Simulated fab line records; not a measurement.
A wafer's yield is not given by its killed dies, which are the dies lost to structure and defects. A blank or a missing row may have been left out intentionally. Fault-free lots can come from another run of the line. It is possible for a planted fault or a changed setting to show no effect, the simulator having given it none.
The tool behind it: which one? || flow n5-finfet || 8 lots with 24 wafers sampled at 8 steps, on a route of 1938 steps

WHAT THE GAUGES SHOWED, per wafer
N5_DUMMY_GATE_THK_MEAS_05. Usual: thk-nm 72.4 nm, standard deviation 1.1.
{"lot": "L696", "measured": "day 4 05:22", "on": "film-metro-01", "thk-nm (nm)": "71.9 70.2 70.4", "flag": ""}
{"lot": "L697", "measured": "day 4 11:12", "on": "film-metro-02", "thk-nm (nm)": "73.7 72.9 72.3", "flag": ""}
{"lot": "L701", "measured": "day 5 13:29", "on": "film-metro-02", "thk-nm (nm)": "72.7 71.8 74.1", "flag": ""}
{"lot": "L703", "measured": "day 6 00:23", "on": "film-metro-02", "thk-nm (nm)": "72.0 72.2 72.6", "flag": ""}
{"lot": "L704", "measured": "day 6 11:28", "on": "film-metro-01", "thk-nm (nm)": "73.4 73.7 73.1", "flag": ""}
{"lot": "L709", "measured": "day 7 14:05", "on": "film-metro-01", "thk-nm (nm)": "44.8 45.8 44.4", "flag": "OFF"}
{"lot": "L710", "measured": "day 7 18:53", "on": "film-metro-02", "thk-nm (nm)": "45.7 45.5 47.4", "flag": "OFF"}
{"lot": "L711", "measured": "day 8 07:40", "on": "film-metro-02", "thk-nm (nm)": "45.7 46.5 45.0", "flag": "OFF"}

N5_DUMMY_GATE_INSPECT_17: inspects for defects (brightfield). Usual: raw-defect-count 186, standard deviation 51.
{"lot": "L696", "measured": "day 4 09:49", "on": "defect-inspect-01", "raw-defect-count": "200 234 253", "flag": ""}
{"lot": "L697", "measured": "day 4 15:43", "on": "defect-inspect-02", "raw-defect-count": "190 133 101", "flag": ""}
{"lot": "L701", "measured": "day 5 17:52", "on": "defect-inspect-02", "raw-defect-count": "180 127 146", "flag": ""}
{"lot": "L703", "measured": "day 6 04:53", "on": "defect-inspect-01", "raw-defect-count": "275 170 280", "flag": ""}
{"lot": "L704", "measured": "day 6 15:59", "on": "defect-inspect-01", "raw-defect-count": "272 284 263", "flag": ""}
{"lot": "L709", "measured": "day 7 18:28", "on": "defect-inspect-01", "raw-defect-count": "142 207 321", "flag": ""}
{"lot": "L710", "measured": "day 7 23:23", "on": "defect-inspect-01", "raw-defect-count": "119 123 196", "flag": ""}
{"lot": "L711", "measured": "day 8 12:11", "on": "defect-inspect-01", "raw-defect-count": "165 318 228", "flag": ""}

N5_SDB_THK_MEAS_31. Usual: SDB_THK gives 64.6 nm (standard deviation 1.1).
{"lot": "L696", "measured": "day 5 09:16", "on": "film-metro-02", "SDB_THK (nm)": "64.2 62.4 62.6", "flag": ""}
{"lot": "L697", "measured": "day 5 15:18", "on": "film-metro-02", "SDB_THK (nm)": "65.9 65.0 64.5", "flag": ""}
{"lot": "L701", "measured": "day 6 16:05", "on": "film-metro-01", "SDB_THK (nm)": "65.0 64.0 66.3", "flag": ""}
{"lot": "L703", "measured": "day 7 05:11", "on": "film-metro-01", "SDB_THK (nm)": "64.2 64.3 64.8", "flag": ""}
{"lot": "L704", "measured": "day 7 17:40", "on": "film-metro-01", "SDB_THK (nm)": "65.7 65.9 65.4", "flag": ""}
{"lot": "L709", "measured": "day 8 17:43", "on": "film-metro-01", "SDB_THK (nm)": "37.1 38.0 36.6", "flag": "OFF"}
{"lot": "L710", "measured": "day 8 23:17", "on": "film-metro-01", "SDB_THK (nm)": "37.9 37.7 39.6", "flag": "OFF"}
{"lot": "L711", "measured": "day 9 11:43", "on": "film-metro-02", "SDB_THK (nm)": "38.0 38.5 37.2", "flag": "OFF"}

N5_BEOL_M4_RC_MEAS_101. Usual: DIBL_N 36.3 mV/V, standard deviation 2; DIBL_P 36.3 mV/V, standard deviation 2.4; IOFF_N 0.16 nA/um, standard deviation 0.034; IOFF_P 0.21 nA/um, standard deviation 0.035; ION_N 672 uA/um, standard deviation 12; ION_P 459 uA/um, standard deviation 6.5; SS_N 71.6 mV/dec, standard deviation 0.67; SS_P 73.3 mV/dec, standard deviation 0.71; VT_N 250 mV, standard deviation 3.5; VT_P -251 mV, standard deviation 3.
{"lot": "L696", "measured": "day 9 08:29", "on": "prober-01", "DIBL_N (mV/V)": "34.8 36.4 36.4", "DIBL_P (mV/V)": "35.7 37.8 36.9", "IOFF_N (nA/um)": "0.14 0.16 0.17", "IOFF_P (nA/um)": "0.19 0.22 0.21", "ION_N (uA/um)": "674 675 680", "ION_P (uA/um)": "460 467 458", "SS_N (mV/dec)": "71.6 71.6 70.6", "SS_P (mV/dec)": "72.7 73.9 73.1", "VT_N (mV)": "251 249 247", "VT_P (mV)": "-250 -249 -251", "flag": ""}
{"lot": "L697", "measured": "day 10 03:58", "on": "prober-02", "DIBL_N (mV/V)": "31.6 33.2 33.5", "DIBL_P (mV/V)": "31.6 33.4 34.0", "IOFF_N (nA/um)": "0.11 0.13 0.14", "IOFF_P (nA/um)": "0.16 0.18 0.20", "ION_N (uA/um)": "650 660 668", "ION_P (uA/um)": "451 457 458", "SS_N (mV/dec)": "71.4 70.7 71.6", "SS_P (mV/dec)": "72.7 72.2 73.1", "VT_N (mV)": "258 252 251", "VT_P (mV)": "-253 -251 -248", "flag": ""}
{"lot": "L701", "measured": "day 11 15:45", "on": "prober-01", "DIBL_N (mV/V)": "36.1 35.3 37.2", "DIBL_P (mV/V)": "37.2 36.9 38.8", "IOFF_N (nA/um)": "0.15 0.16 0.19", "IOFF_P (nA/um)": "0.21 0.21 0.23", "ION_N (uA/um)": "664 692 683", "ION_P (uA/um)": "455 476 462", "SS_N (mV/dec)": "71.5 71.4 72.4", "SS_P (mV/dec)": "73.3 73.0 73.6", "VT_N (mV)": "249 247 246", "VT_P (mV)": "-251 -251 -249", "flag": ""}
{"lot": "L703", "measured": "day 11 21:34", "on": "prober-01", "DIBL_N (mV/V)": "35.5 36.9 38.3", "DIBL_P (mV/V)": "37.5 38.8 40.6", "IOFF_N (nA/um)": "0.15 0.19 0.22", "IOFF_P (nA/um)": "0.22 0.23 0.28", "ION_N (uA/um)": "664 671 679", "ION_P (uA/um)": "458 459 465", "SS_N (mV/dec)": "72.0 72.6 72.3", "SS_P (mV/dec)": "73.6 73.9 74.3", "VT_N (mV)": "253 249 244", "VT_P (mV)": "-248 -249 -247", "flag": ""}
{"lot": "L704", "measured": "day 13 00:21", "on": "prober-01", "DIBL_N (mV/V)": "40.2 37.9 37.9", "DIBL_P (mV/V)": "39.4 37.2 36.3", "IOFF_N (nA/um)": "0.22 0.17 0.16", "IOFF_P (nA/um)": "0.27 0.22 0.21", "ION_N (uA/um)": "683 667 667", "ION_P (uA/um)": "469 463 457", "SS_N (mV/dec)": "72.0 71.9 71.3", "SS_P (mV/dec)": "74.3 74.1 74.1", "VT_N (mV)": "245 249 251", "VT_P (mV)": "-246 -249 -251", "flag": ""}
{"lot": "L709", "measured": "day 13 20:22", "on": "prober-02", "DIBL_N (mV/V)": "36.9 34.1 39.1", "DIBL_P (mV/V)": "37.5 33.3 39.4", "IOFF_N (nA/um)": "0.17 0.12 0.21", "IOFF_P (nA/um)": "0.21 0.14 0.23", "ION_N (uA/um)": "678 659 682", "ION_P (uA/um)": "459 448 458", "SS_N (mV/dec)": "71.0 70.7 72.3", "SS_P (mV/dec)": "73.6 72.5 73.4", "VT_N (mV)": "248 255 246", "VT_P (mV)": "-251 -256 -251", "flag": ""}
{"lot": "L710", "measured": "day 13 08:12", "on": "prober-02", "DIBL_N (mV/V)": "36.1 35.3 33.6", "DIBL_P (mV/V)": "35.6 35.6 32.8", "IOFF_N (nA/um)": "0.18 0.17 0.13", "IOFF_P (nA/um)": "0.19 0.19 0.15", "ION_N (uA/um)": "695 681 672", "ION_P (uA/um)": "465 459 451", "SS_N (mV/dec)": "71.7 71.2 71.2", "SS_P (mV/dec)": "73.0 72.9 72.8", "VT_N (mV)": "246 247 252", "VT_P (mV)": "-253 -252 -256", "flag": ""}
{"lot": "L711", "measured": "day 14 05:52", "on": "prober-01", "DIBL_N (mV/V)": "37.9 37.1 40.2", "DIBL_P (mV/V)": "38.8 37.0 40.1", "IOFF_N (nA/um)": "0.20 0.18 0.24", "IOFF_P (nA/um)": "0.25 0.22 0.28", "ION_N (uA/um)": "699 679 693", "ION_P (uA/um)": "473 463 469", "SS_N (mV/dec)": "72.3 71.9 72.8", "SS_P (mV/dec)": "74.4 73.8 74.6", "VT_N (mV)": "245 246 243", "VT_P (mV)": "-248 -249 -250", "flag": ""}

WHICH TOOL RAN EACH LOT (tool, then ch and the chambers of the sampled wafers, then the start)
{"lot": "L696", "N5_FIN_CUT_STRIP_22": "rie-diel-03 ch 0,3, day 3 15:46", "N5_STI_FIN_REVEAL_STRIP_24": "rie-diel-02 ch 1,2,3, day 3 21:45", "N5_DUMMY_GATE_CVD_03": "lpcvd-01 ch 0/65,0/75,0/89, day 4 01:23", "N5_DUMMY_GATE_ETCH_44": "rie-si-06 ch 0,1,3, day 4 10:42"}
{"lot": "L697", "N5_FIN_CUT_STRIP_22": "rie-diel-04 ch 0,1, day 3 21:26", "N5_STI_FIN_REVEAL_STRIP_24": "rie-diel-02 ch 1,2, day 4 03:31", "N5_DUMMY_GATE_CVD_03": "lpcvd-01 ch 1/70,1/79,1/89, day 4 07:13", "N5_DUMMY_GATE_ETCH_44": "rie-si-02 ch 0,1, day 4 16:34"}
{"lot": "L701", "N5_FIN_CUT_STRIP_22": "rie-diel-04 ch 1,2,3, day 4 23:26", "N5_STI_FIN_REVEAL_STRIP_24": "rie-diel-05 ch 0,2, day 5 06:11", "N5_DUMMY_GATE_CVD_03": "lpcvd-01 ch 1/45,1/54,1/59, day 5 09:27", "N5_DUMMY_GATE_ETCH_44": "rie-si-05 ch 0,3, day 5 18:40"}
{"lot": "L703", "N5_FIN_CUT_STRIP_22": "rie-diel-04 ch 1,2,3, day 5 10:28", "N5_STI_FIN_REVEAL_STRIP_24": "rie-diel-06 ch 0,3, day 5 16:44", "N5_DUMMY_GATE_CVD_03": "lpcvd-01 ch 1/50,1/54,1/64, day 5 20:24", "N5_DUMMY_GATE_ETCH_44": "rie-si-02 ch 0,1,3, day 6 05:43"}
{"lot": "L704", "N5_FIN_CUT_STRIP_22": "rie-diel-04 ch 0,3, day 5 22:05", "N5_STI_FIN_REVEAL_STRIP_24": "rie-diel-05 ch 1,2, day 6 04:14", "N5_DUMMY_GATE_CVD_03": "lpcvd-01 ch 1/45,1/59,1/64, day 6 07:28", "N5_DUMMY_GATE_ETCH_44": "rie-si-05 ch 0,1,2, day 6 16:47"}
{"lot": "L709", "N5_FIN_CUT_STRIP_22": "rie-diel-04 ch 0,2,3, day 7 00:24", "N5_STI_FIN_REVEAL_STRIP_24": "rie-diel-02 ch 0,2,3, day 7 06:29", "N5_DUMMY_GATE_CVD_03": "lpcvd-01 ch 0/70,0/84,0/89, day 7 10:05", "N5_DUMMY_GATE_ETCH_44": "rie-si-02 ch 0,2,3, day 7 19:17"}
{"lot": "L710", "N5_FIN_CUT_STRIP_22": "rie-diel-04 ch 0,1,3, day 7 05:23", "N5_STI_FIN_REVEAL_STRIP_24": "rie-diel-02 ch 0,2,3, day 7 11:41", "N5_DUMMY_GATE_CVD_03": "lpcvd-01 ch 1/40,1/54,1/64, day 7 14:53", "N5_DUMMY_GATE_ETCH_44": "rie-si-06 ch 0,2,3, day 8 00:28"}
{"lot": "L711", "N5_FIN_CUT_STRIP_22": "rie-diel-03 ch 0,1,2, day 7 13:42", "N5_STI_FIN_REVEAL_STRIP_24": "rie-diel-02 ch 1,2,3, day 7 19:47", "N5_DUMMY_GATE_CVD_03": "lpcvd-01 ch 0/100,0/104,0/90, day 7 23:06", "N5_DUMMY_GATE_ETCH_44": "rie-si-05 ch 0,2,3, day 8 12:58"}
- N5_FIN_CUT_STRIP_22: strips in N2/H2.
- N5_STI_FIN_REVEAL_STRIP_24: strips in N2/H2, time 90 s.
- N5_DUMMY_GATE_CVD_03: deposits a-Si from SiH4, target thk 150 nm, time 8042 s.
- N5_DUMMY_GATE_ETCH_44: etches poly-Si in HBr/O2, stops on SiO2, target depth 127.5 nm.

AS READ BY THE TOOLS THEMSELVES (means over the sampled wafers that have a number; for cases with no such wafer, the mark the record gives instead)
N5_FIN_CUT_STRIP_22. Usual: drypump-motor-current-A 5.9 A, standard deviation 0.74; oes-product-au 0.80 a.u., standard deviation 0.073; rf-vpp-V 53.9 V, standard deviation 2.5; showerhead-plenum-p-Torr 3.37 Torr, standard deviation 0.1; temp-c 40.00 C, standard deviation 0.1; throttle-valve-pct 18.8 %, standard deviation 0.32.
{"lot": "L696", "tool": "rie-diel-03", "drypump-motor-current-A (A)": 6.4, "oes-product-au (a.u.)": 0.81, "rf-vpp-V (V)": 53.4, "showerhead-plenum-p-Torr (Torr)": 3.39, "temp-c (C)": 40.10, "throttle-valve-pct (%)": 18.9, "flag": ""}
{"lot": "L697", "tool": "rie-diel-04", "drypump-motor-current-A (A)": 4.9, "oes-product-au (a.u.)": 0.76, "rf-vpp-V (V)": 52.8, "showerhead-plenum-p-Torr (Torr)": 3.52, "temp-c (C)": 39.95, "throttle-valve-pct (%)": 18.9, "flag": ""}
{"lot": "L701", "tool": "rie-diel-04", "drypump-motor-current-A (A)": 6.0, "oes-product-au (a.u.)": 0.78, "rf-vpp-V (V)": 53.4, "showerhead-plenum-p-Torr (Torr)": 3.37, "temp-c (C)": 39.96, "throttle-valve-pct (%)": 18.9, "flag": ""}
{"lot": "L703", "tool": "rie-diel-04", "drypump-motor-current-A (A)": 6.0, "oes-product-au (a.u.)": 0.78, "rf-vpp-V (V)": 53.2, "showerhead-plenum-p-Torr (Torr)": 3.36, "temp-c (C)": 40.11, "throttle-valve-pct (%)": 18.8, "flag": ""}
{"lot": "L704", "tool": "rie-diel-04", "drypump-motor-current-A (A)": 6.3, "oes-product-au (a.u.)": 0.82, "rf-vpp-V (V)": 56.0, "showerhead-plenum-p-Torr (Torr)": 3.35, "temp-c (C)": 39.96, "throttle-valve-pct (%)": 18.9, "flag": ""}
{"lot": "L709", "tool": "rie-diel-04", "drypump-motor-current-A (A)": 6.2, "oes-product-au (a.u.)": 0.85, "rf-vpp-V (V)": 55.1, "showerhead-plenum-p-Torr (Torr)": 3.35, "temp-c (C)": 40.02, "throttle-valve-pct (%)": 18.6, "flag": ""}
{"lot": "L710", "tool": "rie-diel-04", "drypump-motor-current-A (A)": 5.6, "oes-product-au (a.u.)": 0.78, "rf-vpp-V (V)": 50.5, "showerhead-plenum-p-Torr (Torr)": 3.42, "temp-c (C)": 39.96, "throttle-valve-pct (%)": 18.9, "flag": ""}
{"lot": "L711", "tool": "rie-diel-03", "drypump-motor-current-A (A)": 6.1, "oes-product-au (a.u.)": 0.82, "rf-vpp-V (V)": 54.5, "showerhead-plenum-p-Torr (Torr)": 3.34, "temp-c (C)": 40.08, "throttle-valve-pct (%)": 18.8, "flag": ""}

N5_STI_FIN_REVEAL_STRIP_24. Usual: drypump-motor-current-A 5.9 A, standard deviation 0.59; oes-product-au 0.78 a.u., standard deviation 0.063; rf-vpp-V 45.2 V, standard deviation 0.85; showerhead-plenum-p-Torr 3.37 Torr, standard deviation 0.1; temp-c 39.99 C, standard deviation 0.11; throttle-valve-pct 12.2 %, standard deviation 0.3.
{"lot": "L696", "tool": "rie-diel-02", "drypump-motor-current-A (A)": 6.2, "oes-product-au (a.u.)": 0.81, "rf-vpp-V (V)": 45.2, "showerhead-plenum-p-Torr (Torr)": 3.45, "temp-c (C)": 40.10, "throttle-valve-pct (%)": 12.0, "flag": ""}
{"lot": "L697", "tool": "rie-diel-02", "drypump-motor-current-A (A)": 6.5, "oes-product-au (a.u.)": 0.87, "rf-vpp-V (V)": 44.9, "showerhead-plenum-p-Torr (Torr)": 3.52, "temp-c (C)": 39.85, "throttle-valve-pct (%)": 11.8, "flag": ""}
{"lot": "L701", "tool": "rie-diel-05", "drypump-motor-current-A (A)": 6.3, "oes-product-au (a.u.)": 0.77, "rf-vpp-V (V)": 45.4, "showerhead-plenum-p-Torr (Torr)": 3.39, "temp-c (C)": 39.82, "throttle-valve-pct (%)": 12.4, "flag": ""}
{"lot": "L703", "tool": "rie-diel-06", "drypump-motor-current-A (A)": 5.3, "oes-product-au (a.u.)": 0.73, "rf-vpp-V (V)": 44.3, "showerhead-plenum-p-Torr (Torr)": 3.24, "temp-c (C)": 39.97, "throttle-valve-pct (%)": 12.2, "flag": ""}
{"lot": "L704", "tool": "rie-diel-05", "drypump-motor-current-A (A)": 6.6, "oes-product-au (a.u.)": 0.76, "rf-vpp-V (V)": 45.2, "showerhead-plenum-p-Torr (Torr)": 3.39, "temp-c (C)": 40.03, "throttle-valve-pct (%)": 12.1, "flag": ""}
{"lot": "L709", "tool": "rie-diel-02", "drypump-motor-current-A (A)": 5.8, "oes-product-au (a.u.)": 0.77, "rf-vpp-V (V)": 45.1, "showerhead-plenum-p-Torr (Torr)": 3.37, "temp-c (C)": 40.08, "throttle-valve-pct (%)": 12.2, "flag": ""}
{"lot": "L710", "tool": "rie-diel-02", "drypump-motor-current-A (A)": 5.8, "oes-product-au (a.u.)": 0.76, "rf-vpp-V (V)": 44.9, "showerhead-plenum-p-Torr (Torr)": 3.37, "temp-c (C)": 39.96, "throttle-valve-pct (%)": 12.2, "flag": ""}
{"lot": "L711", "tool": "rie-diel-02", "drypump-motor-current-A (A)": 6.2, "oes-product-au (a.u.)": 0.78, "rf-vpp-V (V)": 46.5, "showerhead-plenum-p-Torr (Torr)": 3.43, "temp-c (C)": 39.93, "throttle-valve-pct (%)": 12.1, "flag": ""}

N5_DUMMY_GATE_CVD_03. Usual: zone-power-upper-pct 6.1 %, standard deviation 0.7.
{"lot": "L696", "tool": "lpcvd-01", "zone-power-upper-pct (%)": 5.9, "flag": ""}
{"lot": "L697", "tool": "lpcvd-01", "zone-power-upper-pct (%)": 5.7, "flag": ""}
{"lot": "L701", "tool": "lpcvd-01", "zone-power-upper-pct (%)": 5.7, "flag": ""}
{"lot": "L703", "tool": "lpcvd-01", "zone-power-upper-pct (%)": 5.7, "flag": ""}
{"lot": "L704", "tool": "lpcvd-01", "zone-power-upper-pct (%)": 5.7, "flag": ""}
{"lot": "L709", "tool": "lpcvd-01", "zone-power-upper-pct (%)": 5.9, "flag": ""}
{"lot": "L710", "tool": "lpcvd-01", "zone-power-upper-pct (%)": 5.7, "flag": ""}
{"lot": "L711", "tool": "lpcvd-01", "zone-power-upper-pct (%)": 5.9, "flag": ""}

N5_DUMMY_GATE_ETCH_44. Usual: drypump-motor-current-A 6.0 A, standard deviation 0.48; oes-product-au 0.728 a.u., standard deviation 0.013; throttle-valve-pct 18.56 %, standard deviation 0.17.
{"lot": "L696", "tool": "rie-si-06", "drypump-motor-current-A (A)": 5.8, "oes-product-au (a.u.)": 0.731, "throttle-valve-pct (%)": 18.68, "flag": ""}
{"lot": "L697", "tool": "rie-si-02", "drypump-motor-current-A (A)": 6.4, "oes-product-au (a.u.)": 0.727, "throttle-valve-pct (%)": 18.64, "flag": ""}
{"lot": "L701", "tool": "rie-si-05", "drypump-motor-current-A (A)": 5.7, "oes-product-au (a.u.)": 0.718, "throttle-valve-pct (%)": 18.43, "flag": ""}
{"lot": "L703", "tool": "rie-si-02", "drypump-motor-current-A (A)": 6.1, "oes-product-au (a.u.)": 0.722, "throttle-valve-pct (%)": 18.56, "flag": ""}
{"lot": "L704", "tool": "rie-si-05", "drypump-motor-current-A (A)": 6.2, "oes-product-au (a.u.)": 0.727, "throttle-valve-pct (%)": 18.51, "flag": ""}
{"lot": "L709", "tool": "rie-si-02", "drypump-motor-current-A (A)": 5.9, "oes-product-au (a.u.)": 0.601, "throttle-valve-pct (%)": 18.44, "flag": "OFF"}
{"lot": "L710", "tool": "rie-si-06", "drypump-motor-current-A (A)": 5.6, "oes-product-au (a.u.)": 0.604, "throttle-valve-pct (%)": 18.63, "flag": "OFF"}
{"lot": "L711", "tool": "rie-si-05", "drypump-motor-current-A (A)": 6.0, "oes-product-au (a.u.)": 0.596, "throttle-valve-pct (%)": 18.59, "flag": "OFF"}

THE ANSWER, worked out from the rows above alone
Rule: take the mean of a lot's wafers that have a number; if it is more than 3 standard deviations from the usual mean, the lot is off. Also off: a lot with no number at a reading for which 4 or more lots have one. All remaining lots with rows at the step are treated as sound. First the gauges in route order, then the tools' own readings, where a lot's mean is used as printed above. The first step at which some lot is off is used, and at that step the reading that is off furthest; a lot without a number counts as furthest.
Off: L709, L710, L711, at N5_DUMMY_GATE_THK_MEAS_05 (thk-nm).
If a tool, at a process step before that reading, ran all the lots that are off and no sound lot after the first of them, it fits. The gauges at N5_DUMMY_GATE_THK_MEAS_05 aren't tried: what is off there is off at N5_DUMMY_GATE_ETCH_44 too, on other tools, and a gauge's error can't cause that. Undecided on this evidence; 2 tools fit (rie-diel-02 at N5_STI_FIN_REVEAL_STRIP_24, lpcvd-01 at N5_DUMMY_GATE_CVD_03).

WHAT WAS PUT IN BY THE SIMULATOR
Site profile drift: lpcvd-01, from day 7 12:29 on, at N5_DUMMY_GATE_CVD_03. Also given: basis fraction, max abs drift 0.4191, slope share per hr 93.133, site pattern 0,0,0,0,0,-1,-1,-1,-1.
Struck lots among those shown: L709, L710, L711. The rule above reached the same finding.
